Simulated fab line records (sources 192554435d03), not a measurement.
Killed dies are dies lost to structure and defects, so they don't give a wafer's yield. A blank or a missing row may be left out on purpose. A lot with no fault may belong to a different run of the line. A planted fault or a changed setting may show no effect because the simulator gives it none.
What tool caused it? | flow n5-finfet | 72 wafers from 24 lots sampled at 4 of the route's 1938 steps

WHAT THE GAUGES READ, wafer by wafer
N5_SD_EPI_P_EPI_MEAS_23.
lot  | measured    | on            | thk-nm (nm)
L074 | day 3 08:22 | film-metro-01 | 62.1 60.5 61.7
L075 | day 3 21:07 | film-metro-01 | 61.8 61.2 62.5
L076 | day 4 01:25 | film-metro-02 | 61.3 61.3 60.4
L077 | day 4 04:57 | film-metro-01 | 60.3 61.1 60.4
L078 | day 4 11:32 | film-metro-02 | 61.9 61.0 60.2
L079 | day 4 15:44 | film-metro-02 | 60.5 61.9 62.6
L080 | day 4 20:42 | film-metro-02 | 61.2 60.6 61.0
L081 | day 5 04:20 | film-metro-02 | 59.5 60.0 64.1
L082 | day 5 12:18 | film-metro-02 | 62.1 59.6 61.7
L083 | day 5 18:25 | film-metro-01 | 64.9 62.0 61.9
L084 | day 5 22:49 | film-metro-01 | 60.9 61.6 60.5
L085 | day 6 05:59 | film-metro-01 | 59.8 62.9 63.9
L086 | day 6 10:04 | film-metro-01 | 61.5 63.0 63.1
L087 | day 6 15:18 | film-metro-02 | 61.9 60.7 60.7
L088 | day 6 21:28 | film-metro-02 | 60.5 60.9 61.5
L089 | day 7 03:34 | film-metro-02 | 59.9 58.3 60.3
L090 | day 7 08:49 | film-metro-02 | 60.1 60.9 61.9
L091 | day 7 14:08 | film-metro-01 | 59.5 59.4 61.7
L092 | day 7 20:05 | film-metro-02 | 60.5 61.1 58.6
L093 | day 8 02:38 | film-metro-01 | 60.4 59.3 61.1
L094 | day 8 12:25 | film-metro-01 | 60.0 61.4 61.8
L095 | day 8 15:29 | film-metro-02 | 61.3 60.7 61.2
L096 | day 8 23:30 | film-metro-02 | 58.6 60.2 59.4
L097 | day 9 02:56 | film-metro-01 | 59.4 60.6 61.6

N5_DUMMY_REMOVAL_INSPECT_06: inspects for defects (brightfield).
lot  | measured    | on                | raw-defect-count
L074 | day 3 20:53 | defect-inspect-02 | 16 9 5
L075 | day 4 09:56 | defect-inspect-02 | 9 11 13
L076 | day 4 13:15 | defect-inspect-01 | 6 7 13
L077 | day 4 17:36 | defect-inspect-01 | 15 19 9
L078 | day 4 23:40 | defect-inspect-02 | 10 8 18
L079 | day 5 04:06 | defect-inspect-01 | 17 18 9
L080 | day 5 10:29 | defect-inspect-01 | 9 6 9
L081 | day 6 00:43 | defect-inspect-01 | 9 12 13
L082 | day 6 01:37 | defect-inspect-01 | 34 29 18
L083 | day 6 06:19 | defect-inspect-02 | 5 7 20
L084 | day 6 11:37 | defect-inspect-01 | 9 25 12
L085 | day 6 17:59 | defect-inspect-01 | 18 16 12
L086 | day 6 22:50 | defect-inspect-01 | 19 20 8
L087 | day 7 03:41 | defect-inspect-01 | 10 11 4
L088 | day 7 10:11 | defect-inspect-02 | 12 8 24
L089 | day 7 17:04 | defect-inspect-02 | 15 7 13
L090 | day 7 20:49 | defect-inspect-02 | 10 14 9
L091 | day 8 02:36 | defect-inspect-02 | 5 12 8
L092 | day 8 08:49 | defect-inspect-01 | 23 11 15
L093 | day 8 15:07 | defect-inspect-01 | 9 12 6
L094 | day 9 02:22 | defect-inspect-02 | 13 30 13
L095 | day 9 04:10 | defect-inspect-02 | 13 10 9
L096 | day 9 11:44 | defect-inspect-01 | 13 18 13
L097 | day 9 14:50 | defect-inspect-02 | 10 15 18

EACH LOT AND THE TOOL THAT RAN IT (in order: tool; ch and the chambers of the sampled wafers; start)
lot  | N5_SDB_CUT_ETCH_26              | N5_DUMMY_REMOVAL_HM_STRIP_01
L074 | rie-si-06 ch 2,3, day 3 16:59   | rie-diel-06 ch 0,1,2, day 3 20:41
L075 | rie-si-05 ch 2,3, day 4 06:23   | rie-diel-02 ch 0,3, day 4 09:44
L076 | rie-si-02 ch 0,1,2, day 4 09:41 | rie-diel-02 ch 1,3, day 4 13:03
L077 | rie-si-05 ch 0,3, day 4 14:07   | rie-diel-05 ch 0,2,3, day 4 17:24
L078 | rie-si-06 ch 1,2,3, day 4 20:11 | rie-diel-05 ch 0,1, day 4 23:28
L079 | rie-si-05 ch 0,1,2, day 5 00:38 | rie-diel-02 ch 2,3, day 5 03:54
L080 | rie-si-05 ch 1,2,3, day 5 07:01 | rie-diel-05 ch 1,3, day 5 10:17
L081 | rie-si-05 ch 0,1, day 5 21:15   | rie-diel-05 ch 0,3, day 6 00:31
L082 | rie-si-02 ch 0,1,2, day 5 22:09 | rie-diel-06 ch 0,1,2, day 6 01:25
L083 | rie-si-02 ch 0,3, day 6 02:50   | rie-diel-06 ch 0,2, day 6 06:07
L084 | rie-si-06 ch 1,2,3, day 6 08:08 | rie-diel-02 ch 2,3, day 6 11:22
L085 | rie-si-06 ch 1,2,3, day 6 14:31 | rie-diel-02 ch 1,3, day 6 17:47
L086 | rie-si-06 ch 1,2, day 6 19:17   | rie-diel-05 ch 1,2,3, day 6 22:38
L087 | rie-si-05 ch 0,1,2, day 7 00:12 | rie-diel-05 ch 0,1,2, day 7 03:30
L088 | rie-si-05 ch 1,2,3, day 7 06:43 | rie-diel-05 ch 0,2, day 7 09:59
L089 | rie-si-06 ch 2,3, day 7 13:26   | rie-diel-06 ch 0,2,3, day 7 16:52
L090 | rie-si-05 ch 0,2,3, day 7 17:20 | rie-diel-06 ch 0,1,2, day 7 20:37
L091 | rie-si-05 ch 0,2, day 7 22:50   | rie-diel-05 ch 1,3, day 8 02:24
L092 | rie-si-02 ch 0,1,2, day 8 05:10 | rie-diel-06 ch 0,1,2, day 8 08:38
L093 | rie-si-02 ch 0,1,2, day 8 11:08 | rie-diel-05 ch 1,2,3, day 8 14:55
L094 | rie-si-05 ch 0,1,2, day 8 20:56 | rie-diel-06 ch 0,2,3, day 9 02:09
L095 | rie-si-02 ch 2,3, day 9 00:36   | rie-diel-02 ch 1,2, day 9 03:58
L096 | rie-si-02 ch 0,2, day 9 08:16   | rie-diel-06 ch 2,3, day 9 11:32
L097 | rie-si-06 ch 0,2,3, day 9 11:22 | rie-diel-06 ch 1,2,3, day 9 14:38
- N5_SDB_CUT_ETCH_26: etches Si in HBr/Cl2/O2, target depth 129.6 nm, bt time 20 s, time 51.8 s.
- N5_DUMMY_REMOVAL_HM_STRIP_01: strips SiNx in CH3F/O2, stops on poly-Si, target depth 4 nm, time 6.8 s.

AS READ BY THE TOOLS THEMSELVES (means over the sampled wafers that have a number; for cases with no such wafer, the mark the record gives instead)
N5_SDB_CUT_ETCH_26.
lot  | tool      | drypump-motor-current-A (A) | oes_o_777_au (a.u.) | oes-product-au (a.u.) | throttle-valve-pct (%)
L074 | rie-si-06 | 5.2                         | 1.04                | 0.999                 | 37.0
L075 | rie-si-05 | 6.4                         | 0.99                | 1.005                 | 37.1
L076 | rie-si-02 | 5.5                         | 1.01                | 1.012                 | 37.0
L077 | rie-si-05 | 6.3                         | 0.96                | 1.012                 | 36.8
L078 | rie-si-06 | 5.2                         | 1.02                | 1.000                 | 37.4
L079 | rie-si-05 | 5.7                         | 0.98                | 0.996                 | 37.0
L080 | rie-si-05 | 6.2                         | 0.96                | 1.006                 | 37.1
L081 | rie-si-05 | 5.4                         | 0.98                | 0.998                 | 36.8
L082 | rie-si-02 | 5.5                         | 1.01                | 1.014                 | 37.0
L083 | rie-si-02 | 5.3                         | 1.01                | 1.012                 | 36.8
L084 | rie-si-06 | 5.2                         | 1.02                | 0.996                 | 37.4
L085 | rie-si-06 | 5.2                         | 1.03                | 1.001                 | 37.4
L086 | rie-si-06 | 5.1                         | 1.07                | 1.000                 | 37.0
L087 | rie-si-05 | 5.7                         | 0.98                | 0.999                 | 37.0
L088 | rie-si-05 | 6.3                         | 0.96                | 1.001                 | 37.1
L089 | rie-si-06 | 5.2                         | 1.03                | 1.000                 | 37.0
L090 | rie-si-05 | 6.1                         | 0.98                | 1.005                 | 36.9
L091 | rie-si-05 | 5.6                         | 1.00                | 1.005                 | 36.9
L092 | rie-si-02 | 5.5                         | 1.01                | 1.008                 | 37.0
L093 | rie-si-02 | 5.5                         | 1.01                | 1.011                 | 37.0
L094 | rie-si-05 | 5.7                         | 0.98                | 0.998                 | 37.0
L095 | rie-si-02 | 5.6                         | 1.02                | 1.023                 | 36.8
L096 | rie-si-02 | 5.4                         | 0.96                | 1.007                 | 37.1
L097 | rie-si-06 | 5.2                         | 1.00                | 1.002                 | 37.3

N5_DUMMY_REMOVAL_HM_STRIP_01.
lot  | tool        | drypump-motor-current-A (A) | oes-product-au (a.u.) | rf-vpp-V (V) | showerhead-plenum-p-Torr (Torr) | throttle-valve-pct (%)
L074 | rie-diel-06 | 6.3                         | 0.68                  | 126.9        | 1.97                            | 16.18
L075 | rie-diel-02 | 6.5                         | 0.65                  | 127.4        | 1.95                            | 16.41
L076 | rie-diel-02 | 6.2                         | 0.64                  | 126.8        | 1.97                            | 16.33
L077 | rie-diel-05 | 6.0                         | 0.59                  | 127.7        | 2.02                            | 16.33
L078 | rie-diel-05 | 5.8                         | 0.58                  | 127.9        | 2.00                            | 16.39
L079 | rie-diel-02 | 6.3                         | 0.63                  | 126.8        | 1.94                            | 16.39
L080 | rie-diel-05 | 5.5                         | 0.59                  | 126.2        | 1.95                            | 16.55
L081 | rie-diel-05 | 5.7                         | 0.58                  | 127.0        | 2.03                            | 16.33
L082 | rie-diel-06 | 6.3                         | 0.65                  | 127.5        | 1.96                            | 16.20
L083 | rie-diel-06 | 6.6                         | 0.64                  | 127.0        | 1.96                            | 16.39
L084 | rie-diel-02 | 6.3                         | 0.62                  | 126.4        | 1.94                            | 16.41
L085 | rie-diel-02 | 6.3                         | 0.63                  | 127.2        | 1.97                            | 16.34
L086 | rie-diel-05 | 5.9                         | 0.59                  | 127.4        | 1.97                            | 16.46
L087 | rie-diel-05 | 6.2                         | 0.65                  | 126.1        | 1.98                            | 16.25
L088 | rie-diel-05 | 6.4                         | 0.65                  | 127.8        | 2.00                            | 16.14
L089 | rie-diel-06 | 6.2                         | 0.63                  | 126.7        | 2.01                            | 16.38
L090 | rie-diel-06 | 6.3                         | 0.65                  | 126.7        | 1.96                            | 16.24
L091 | rie-diel-05 | 5.5                         | 0.59                  | 125.9        | 1.94                            | 16.58
L092 | rie-diel-06 | 6.3                         | 0.64                  | 127.0        | 1.96                            | 16.23
L093 | rie-diel-05 | 5.9                         | 0.59                  | 126.7        | 1.97                            | 16.49
L094 | rie-diel-06 | 6.3                         | 0.63                  | 127.0        | 2.01                            | 16.39
L095 | rie-diel-02 | 5.8                         | 0.57                  | 126.6        | 2.01                            | 16.43
L096 | rie-diel-06 | 6.3                         | 0.58                  | 127.4        | 1.96                            | 16.58
L097 | rie-diel-06 | 6.0                         | 0.59                  | 127.4        | 1.96                            | 16.40

THE ANSWER, worked out from the rows above alone
Rule: the usual values come from the lots themselves. The widest of any qualifying gaps counts: lots, ordered by their means at a reading, are off when they make up no more than a third of the lots, leave a main group of 4 or more, and stand apart from it by 3 or more times the standard deviation of that group's means. Not used: any main group whose means are identical at the precision the tables above print for the reading. Also off: a lot with no number at a reading for which 4 or more lots have one. Where the step has rows for the other lots, those lots are counted as sound. The gauges are gone through in route order, then the tools' own readings, and for those a lot's mean is taken as printed above. The first step at which some lot is off is used, and at that step the reading that is off furthest; a lot without a number counts as furthest.
None of the lots is off at any reading shown; this tells nothing.

WHAT THE SIMULATOR HAD INSERTED
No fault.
